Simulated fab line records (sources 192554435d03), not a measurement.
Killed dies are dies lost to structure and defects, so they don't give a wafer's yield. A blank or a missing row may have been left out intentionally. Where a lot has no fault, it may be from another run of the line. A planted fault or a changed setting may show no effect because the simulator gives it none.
fab line records	flow n5Finfet
[record] lots = 10	wafers = 28	lastDay = 18
route steps=1938 shown DUMMY_GATE@251 SPACER0@260 SD_EPI_N@271 SD_ACTIVATION@332 BEOL_M4@1111
lots that met no fault: from a run of the same line without faults
startH: start of the lot's first displayed wafer, in hours after the record's first day	waitH: how many hours have passed since the lot's step before this one	" as in the row above	L1.1+2: a single row standing in for several wafers	- no value, or no start was given	* or withheld: withheld	< > ~ a bound
route shown NAME@n: names a module that has steps shown in the file, with the first one's number in the route	usual: average and standard deviation across the fault-free wafers	same: alike in all rows	chamber/n: place in a boat	sites: the reading at each site	_std_site: standard deviation across them	_edge_site: inner sites' mean taken away from outer sites' mean	radiusMm: how far each site lies from the wafer's centre	mask NAME#n: copy n	behind: tool/chamber where the wafer was last shaped	hold: what put the lot on hold/how long, in hours/how the hold closed	device: transistor that didn't switch, given as n, p or np	end of line: tests run on the same wafers once the route is complete	a step without rows: its recipe alone	killed: not the wafer's yield, but the dies lost to structure and defects at the first sort	map: shows each die of a wafer: x if killed, . if not, _ if none is there
set.NAME: the setting that was run; set.NAME@STEP: the one run at that earlier step	model.NAME: the simulator's own value behind a step, which no gauge read
steps of the route over a sample of lots; a table a step, a row a wafer
services: a tool's chamber out of use, with start hour (startH, from the record's first day; less than 0 if before it), hours out, and reason
[[steps]]
[step N5_DUMMY_GATE_STRIP_48]
[recipe] chemistry = N2/H2	timeS = 20	powerW = 100	tempC = 40	pressureMtorr = 100	rfFrequencyHz = 6e+07	biasPowerW = 3	n2FlowSccm = 300	h2FlowSccm = 300
[usual] drypumpMotorCurrentA = 6.0/0.41	n2FlowSccm = 300.0/0.83	oesProductAu = 0.77/0.089	rfVppV = 45.3/0.83	showerheadPlenumPTorr = 3.35/0.098	tempC = 39.98/0.11	throttleValvePct = 12.22/0.28
[same] timeS = 20
lot.wafer	tool	chamber	startH	waitH	drypumpMotorCurrentA	n2FlowSccm	oesProductAu	rfHoursCounterH	rfVppV	showerheadPlenumPTorr	tempC	throttleValvePct
L267.4	rieDiel-03	0	47.54	0.0	5.3	300.0	0.84	70	44.2	3.40	40.08	11.95
L267.6	"	1	"	"	5.9	300.1	0.70	-	45.1	3.34	39.99	12.33
L268.1	rieDiel-02	0	55.86	0.0	6.7	300.1	0.97	12	45.7	3.45	40.08	11.59
L268.2	"	3	"	"	5.9	298.9	0.77	142	45.3	3.25	39.88	12.12
L268.4	"	2	"	"	5.7	299.6	0.69	205	45.5	3.22	40.08	12.58
L270.2	rieDiel-03	3	64.57	0.0	6.4	300.4	0.72	174	45.3	3.49	40.11	12.28
L270.5	"	0	"	"	5.3	300.0	0.83	-	46.6	3.40	39.72	11.97
L270.6	"	3	"	"	6.5	300.2	0.72	-	45.9	3.49	40.14	12.28
L273.1	rieDiel-02	0	82.54	0.0	6.7	300.2	0.95	20	45.7	3.44	40.08	11.63
L273.3	"	2	"	"	5.8	300.8	0.68	215	45.3	3.21	40.22	12.61
L273.4	"	3	"	"	5.8	298.9	0.77	152	45.7	3.25	39.83	12.13
L274.2	rieDiel-01	0	90.25	0.0	6.2	300.2	0.70	235	45.1	3.42	40.09	12.29
L274.3	"	2	"	"	6.0	299.6	0.74	136	45.8	3.50	40.15	12.32
L274.5	"	1	"	"	6.1	300.4	0.98	-	45.4	3.32	40.03	11.97
L277.2	rieDiel-01	2	109.49	0.0	6.0	301.3	0.73	142	45.1	3.50	39.95	12.35
L277.4	"	3	"	"	5.9	301.3	0.73	180	46.0	3.36	39.84	12.42
L277.6	"	2	"	"	6.1	300.5	0.73	-	47.7	3.50	40.07	12.34
L278.1	rieDiel-03	3	112.14	0.0	6.5	300.2	0.71	188	45.3	3.48	40.11	12.31
L278.2	"	2	"	"	6.6	300.3	0.73	194	46.1	3.35	39.95	12.34
L278.6	"	3	"	"	6.4	300.1	0.71	-	45.5	3.48	40.13	12.31
L279.2	rieDiel-01	0	122.68	0.0	6.2	300.4	0.69	242	45.8	3.42	39.83	12.31
L279.6	"	0	"	"	6.2	299.1	0.69	-	44.2	3.42	39.96	12.30
L289.4	rieDiel-01	3	182.82	0.0	5.9	300.4	0.72	203	45.1	3.35	40.00	12.47
L289.5	"	3	"	"	5.9	299.4	0.72	-	44.4	3.35	39.94	12.49
L289.6	"	0	"	"	6.2	299.1	0.97	-	45.5	3.41	40.02	11.70
L290.2	rieDiel-02	1	186.51	0.0	5.7	299.8	0.74	161	46.1	3.21	39.95	12.46
L290.4	"	0	"	"	6.7	300.8	0.89	54	45.0	3.43	40.14	11.70
L290.5	"	0	"	"	6.7	299.5	0.88	-	45.2	3.43	40.05	11.70
[step N5_SPACER0_ALD_08]
[recipe] material = SiNx	targetThkA = 20	tempC = 400	aldPrecursorFamily = SiH2I2	aldCoReactant = N2/H2-plasma	pressureTorr = 2
[usual] heaterPowerW = 858/95
lot.wafer	tool	chamber	startH	waitH	heaterPowerW
L267.4	aldSin-03	2	48.18	0.1	852
L267.6	"	0	"	"	878
L268.1	aldSin-03	2	56.49	0.1	852
L268.2	"	1	"	"	908
L268.4	"	0	"	"	904
L270.2	aldSin-03	2	65.21	0.1	885
L270.5	"	0	"	"	912
L270.6	"	3	"	"	842
L273.1	aldSin-02	1	83.21	0.1	945
L273.3	"	0	"	"	681
L273.4	"	2	"	"	738
L274.2	aldSin-04	0	90.89	0.1	955
L274.3	"	2	"	"	910
L274.5	"	3	"	"	739
L277.2	aldSin-03	3	110.17	0.1	832
L277.4	"	2	"	"	878
L277.6	"	1	"	"	938
L278.1	aldSin-02	1	112.78	0.1	944
L278.2	"	2	"	"	729
L278.6	"	0	"	"	685
L279.2	aldSin-03	3	123.31	0.1	832
L279.6	"	2	"	"	890
L289.4	aldSin-04	1	183.85	0.1	838
L289.5	"	2	"	"	906
L289.6	"	1	"	"	851
L290.2	aldSin-02	2	188.82	0.1	749
L290.4	"	1	"	"	959
L290.5	"	2	"	"	716
[step N5_SD_EPI_N_OVL_MEAS_10]
[recipe] pointsPerWafer = 44
[usual] SD_N_BLK_OVL = 0.6/0.69
lot.wafer	tool	chamber	startH	waitH	SD_N_BLK_OVL[nm]
L267.4	overlay-02	0	48.76	0.0	1.4
L267.6	"	0	"	"	-0.2
L268.1	overlay-02	0	57.08	0.0	0.8
L268.2	"	0	"	"	2.1
L268.4	"	0	"	"	1.4
L270.2	overlay-02	0	65.67	0.0	1.0
L270.5	"	0	"	"	0.2
L270.6	"	0	"	"	1.2
L273.1	overlay-01	0	83.79	0.0	0.8
L273.3	"	0	"	"	0.2
L273.4	"	0	"	"	0.7
L274.2	overlay-01	0	91.35	0.0	0.2
L274.3	"	0	"	"	0.6
L274.5	"	0	"	"	-0.6
L277.2	overlay-01	0	110.63	0.0	0.0
L277.4	"	0	"	"	0.7
L277.6	"	0	"	"	0.3
L278.1	overlay-02	0	113.37	0.0	0.1
L278.2	"	0	"	"	0.5
L278.6	"	0	"	"	0.2
L279.2	overlay-01	0	123.90	0.0	0.9
L279.6	"	0	"	"	1.7
L289.4	overlay-02	0	184.43	0.0	-0.9
L289.5	"	0	"	"	0.8
L289.6	"	0	"	"	-0.1
L290.2	overlay-01	0	189.40	0.0	0.2
L290.4	"	0	"	"	0.7
L290.5	"	0	"	"	1.5
[step N5_SD_EPI_N_EPI_21]
[recipe] material = Si:P	dopant = P	tempC = 680	pressureTorr = 255	timeS = 690
[usual] epiGrowthTimeS = 690/0
lot.wafer	tool	chamber	startH	waitH	epiGrowthTimeS
L267.4	epiRpcvd-02	0	51.33	0.9	690
L267.6	"	0	"	"	690
L268.1	epiRpcvd-03	0	58.81	0.1	690
L268.2	"	0	"	"	690
L268.4	"	0	"	"	690
L270.2	epiRpcvd-01	0	67.95	0.5	690
L270.5	"	0	69.07	1.5	690
L270.6	"	0	"	"	690
L273.1	epiRpcvd-01	0	85.95	0.3	690
L273.3	"	0	"	"	690
L273.4	"	0	"	"	690
L274.2	epiRpcvd-01	0	93.36	0.4	690
L274.3	"	0	"	"	690
L274.5	"	0	"	"	690
L277.2	epiRpcvd-03	0	112.66	0.4	690
L277.4	"	0	"	"	690
L277.6	"	0	"	"	690
L278.1	epiRpcvd-02	0	115.33	0.1	690
L278.2	"	0	"	"	690
L278.6	"	0	116.73	1.4	690
L279.2	epiRpcvd-01	0	125.91	0.4	690
L279.6	"	0	127.03	1.4	690
L289.4	epiRpcvd-01	0	187.26	0.9	465
L289.5	"	0	"	"	690
L289.6	"	0	"	"	690
L290.2	epiRpcvd-01	0	191.41	0.4	465
L290.4	"	0	"	"	465
L290.5	"	0	"	"	690
[step N5_SD_EPI_N_EPI_MEAS_23]
[recipe] mode = xrd
[usual] thkNm = 59.4/1.1
lot.wafer	tool	chamber	startH	waitH	thkNm
L267.4	filmMetro-01	-	52.22	0.6	61.3
L267.6	"	-	"	"	59.9
L268.1	filmMetro-01	-	60.52	1.4	58.9
L268.2	"	-	"	"	60.1
L268.4	"	-	"	"	61.1
L270.2	filmMetro-02	-	69.86	1.5	57.9
L270.5	"	-	"	"	59.6
L270.6	"	-	"	"	60.1
L273.1	filmMetro-01	-	88.97	2.5	58.4
L273.3	"	-	"	"	60.9
L273.4	"	-	"	"	59.3
L274.2	filmMetro-01	-	94.80	1.2	59.1
L274.3	"	-	"	"	57.3
L274.5	"	-	"	"	59.3
L277.2	filmMetro-01	-	114.10	1.2	59.2
L277.4	"	-	"	"	58.2
L277.6	"	-	"	"	60.3
L278.1	filmMetro-01	-	117.04	1.4	60.0
L278.2	"	-	"	"	59.6
L278.6	"	-	"	"	58.9
L279.2	filmMetro-01	-	127.36	1.2	59.7
L279.6	"	-	"	"	58.3
L289.4	filmMetro-01	-	188.14	0.6	43.9
L289.5	"	-	"	"	59.9
L289.6	"	-	"	"	60.7
L290.2	filmMetro-01	-	192.85	1.2	42.8
L290.4	"	-	"	"	43.9
L290.5	"	-	"	"	60.4
[step N5_SD_ACTIVATION_RS_MEAS_03]
[recipe] thkMeasGauge = four-point-probe
[usual] RS_SD_N = 21.81/0.27	RS_SD_P = 56.0/1.2
lot.wafer	tool	chamber	startH	waitH	RS_SD_N[ohm/sq]	RS_SD_P[ohm/sq]
L267.4	filmMetro-01	-	58.38	0.1	21.37	55.4
L267.6	"	-	"	"	21.66	55.3
L268.1	filmMetro-02	-	66.67	0.2	22.14	57.5
L268.2	"	-	"	"	21.55	57.7
L268.4	"	-	"	"	21.47	57.1
L270.2	filmMetro-01	-	76.02	0.2	22.04	55.0
L270.5	"	-	"	"	21.70	56.3
L270.6	"	-	"	"	21.69	56.3
L273.1	filmMetro-02	-	94.79	0.2	21.72	54.7
L273.3	"	-	"	"	21.46	55.2
L273.4	"	-	"	"	21.71	54.6
L274.2	filmMetro-01	-	100.16	0.2	21.52	55.2
L274.3	"	-	"	"	21.55	55.6
L274.5	"	-	"	"	21.32	55.1
L277.2	filmMetro-01	-	119.63	0.2	21.65	57.1
L277.4	"	-	"	"	21.64	56.4
L277.6	"	-	"	"	21.56	56.0
L278.1	filmMetro-01	-	122.21	0.2	21.91	56.4
L278.2	"	-	"	"	22.00	57.1
L278.6	"	-	"	"	22.18	56.9
L279.2	filmMetro-02	-	132.64	0.2	21.89	55.1
L279.6	"	-	"	"	22.26	55.6
L289.4	filmMetro-01	-	195.14	0.1	30.15	55.6
L289.5	"	-	"	"	21.99	55.3
L289.6	"	-	"	"	22.13	54.6
L290.2	filmMetro-01	-	198.14	0.2	29.93	57.5
L290.4	"	-	"	"	29.89	56.4
L290.5	"	-	"	"	21.49	57.4
[step N5_BEOL_M4_RC_MEAS_101]
[usual] DIBL_N = 36.1/2	DIBL_P = 36.3/2.5	IOFF_N = 0.16/0.037	IOFF_P = 0.21/0.039	ION_N = 678/15	ION_P = 465/8.7	REXT_N = 75.2/1.7	RS_SD_N = 28.3/0.35	SS_N = 71.4/0.7	SS_P = 73.3/0.74	VT_N = 249/3.6	VT_P = -250.0/2.9
lot.wafer	tool	chamber	startH	waitH	DIBL_N[mV/V]	DIBL_P[mV/V]	IOFF_N[nA/um]	IOFF_P[nA/um]	ION_N[uA/um]	ION_P[uA/um]	REXT_N[ohm.um]	RS_SD_N[ohm/sq]	SS_N[mV/dec]	SS_P[mV/dec]	VT_N[mV]	VT_P[mV]
L267.4	prober-01	0	162.15	0.5	35.5	36.4	0.16	0.26	669	475	75.7	28.2	72.2	73.6	251	-243.3
L267.6	"	0	"	"	33.2	33.5	0.11	0.20	649	462	76.8	28.1	71.1	72.7	257	-247.6
L268.1	prober-02	0	178.41	0.0	38.3	39.1	0.24	0.29	711	482	75.3	28.4	71.9	73.6	241	-245.8
L268.2	"	0	"	"	35.3	35.5	0.16	0.22	670	465	76.7	27.9	71.7	71.8	249	-248.4
L268.4	"	0	"	"	35.2	36.0	0.16	0.23	671	465	78.1	27.6	71.8	72.8	245	-249.0
L270.2	prober-02	0	181.22	0.2	33.3	30.4	0.09	0.15	643	452	77.0	28.8	70.6	72.3	257	-252.8
L270.5	"	0	"	"	36.9	35.9	0.14	0.21	684	470	77.3	28.5	71.0	72.7	250	-250.1
L270.6	"	0	"	"	33.6	30.2	0.09	0.14	642	443	76.8	28.4	70.6	71.8	258	-255.9
L273.1	prober-01	0	198.46	0.1	34.8	35.2	0.14	0.18	687	470	72.7	28.4	71.5	72.7	251	-250.1
L273.3	"	0	"	"	34.5	35.1	0.13	0.17	670	459	74.7	27.9	71.3	73.1	251	-251.9
L273.4	"	0	"	"	38.4	40.7	0.21	0.27	687	472	75.3	27.8	72.4	74.3	244	-245.6
L274.2	prober-02	0	199.78	0.2	32.3	30.4	0.09	0.14	653	459	74.2	28.0	70.1	71.2	257	-253.7
L274.3	"	0	"	"	34.5	33.9	0.12	0.18	666	465	76.4	28.2	71.4	73.0	251	-250.1
L274.5	"	0	"	"	37.8	38.5	0.17	0.25	672	467	77.0	28.0	71.9	73.8	248	-247.8
L277.2	prober-02	0	238.91	0.2	34.5	33.9	0.13	0.19	677	467	74.6	27.7	71.6	73.5	249	-249.3
L277.4	"	0	"	"	36.6	35.8	0.16	0.22	685	462	74.2	28.4	72.0	73.9	246	-250.9
L277.6	"	0	"	"	36.0	35.6	0.16	0.21	683	465	74.9	28.2	71.9	73.1	247	-249.6
L278.1	prober-01	0	255.86	0.0	34.2	32.9	0.12	0.19	666	463	75.2	28.2	70.9	72.2	253	-250.1
L278.2	"	0	"	"	35.7	34.2	0.14	0.20	675	466	74.6	28.4	71.2	73.9	252	-249.2
L278.6	"	0	"	"	39.3	38.5	0.20	0.28	667	456	74.8	28.8	73.3	73.9	247	-248.1
L279.2	prober-02	0	256.44	0.2	38.8	41.2	0.25	0.32	705	485	72.5	28.6	72.3	73.9	243	-243.5
L279.6	"	0	"	"	38.7	39.1	0.23	0.27	697	474	72.4	28.7	72.0	73.4	244	-249.4
L290.2	prober-02	0	313.26	0.2	34.9	34.1	0.12	0.18	660	466	85.6	38.9	70.1	73.3	253	-251.3
L290.4	"	0	"	"	37.5	37.5	0.15	0.23	656	468	84.8	38.4	71.6	74.1	253	-249.1
L290.5	"	0	"	"	32.6	32.2	0.11	0.16	674	474	73.4	28.2	70.5	72.4	252	-252.8
L289.4	prober-01	0	325.44	0.5	40.5	41.0	0.23	0.31	685	476	87.0	39.1	72.4	74.4	244	-245.9
L289.5	"	0	"	"	36.3	37.9	0.17	0.25	687	474	78.9	28.3	71.1	74.2	246	-244.9
L289.6	"	0	"	"	37.8	38.1	0.21	0.24	689	460	77.0	28.5	72.4	74.1	244	-248.1
[[services]]
tool	chamber	startH	hours	kind
aldSin-02	0	32.51	4.6	repair
aldSin-02	2	34.51	14.3	repair
aldSin-03	-	36.68	0.7	repair
rieDiel-02	1	37.33	11.9	repair
rieDiel-02	-	53.57	1.2	repair
aldSin-02	-	53.80	2.8	pm
rieDiel-01	1	55.31	-	clean
rieDiel-01	1	55.31	-	consumableReplace:focusRing
aldSin-03	-	77.00	0.6	repair
aldSin-02	-	93.19	0.3	repair
rieDiel-02	2	114.71	9.7	repair
epiRpcvd-02	-	123.87	4.3	pm
epiRpcvd-02	-	132.39	8.7	repair
rieDiel-02	3	159.82	13.2	repair
aldSin-02	-	164.05	2.8	repair
epiRpcvd-03	-	175.27	2.3	repair
aldSin-03	-	178.32	14.0	pm
aldSin-03	0	178.32	14.0	ventCycle
aldSin-03	1	178.32	14.0	ventCycle
aldSin-03	2	178.32	14.0	ventCycle
aldSin-03	3	178.32	14.0	ventCycle
epiRpcvd-03	-	183.28	8.1	pm
rieDiel-01	-	185.38	2.8	pm
epiRpcvd-03	-	191.38	2.8	pm
[[key]]
[firstSign] step = N5_SD_EPI_N_EPI_21	reading = epiGrowthTimeS	direction = down	sigmas = 99+	usual = *	struck = *
[effect] step = N5_SD_EPI_N_EPI_MEAS_23	reading = thkNm	direction = down	sigmas = 15	usual = *	struck = *
[effect] step = N5_SD_ACTIVATION_RS_MEAS_03	reading = RS_SD_N	direction = up	sigmas = 31	usual = 21.81	struck = 29.99
[effect] step = N5_BEOL_M4_RC_MEAS_101	reading = RS_SD_N	direction = up	sigmas = 30	usual = 28.3	struck = 38.8
[effect] step = N5_BEOL_M4_RC_MEAS_101	reading = REXT_N	direction = up	sigmas = 6.4	usual = 75.2	struck = 85.8
metAt N5_SD_EPI_N_EPI_21
struckLots L289,L290
struckWafers L289.4,L290.2,L290.4
notActingAt N5_DUMMY_GATE_STRIP_48,N5_SPACER0_ALD_08,N5_SD_EPI_N_OVL_MEAS_10
onsetBetween 125.91 187.26
[fault] kind = processParameterDrift	tool = epiRpcvd-01	chamber = -	onsetH = 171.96	steps = N5_SD_EPI_N_EPI_21	channel = epiGrowthTimeS	offset = *	shape = step	endH = 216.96	scope = struckWafersOnly	actsIn = *	stated = *
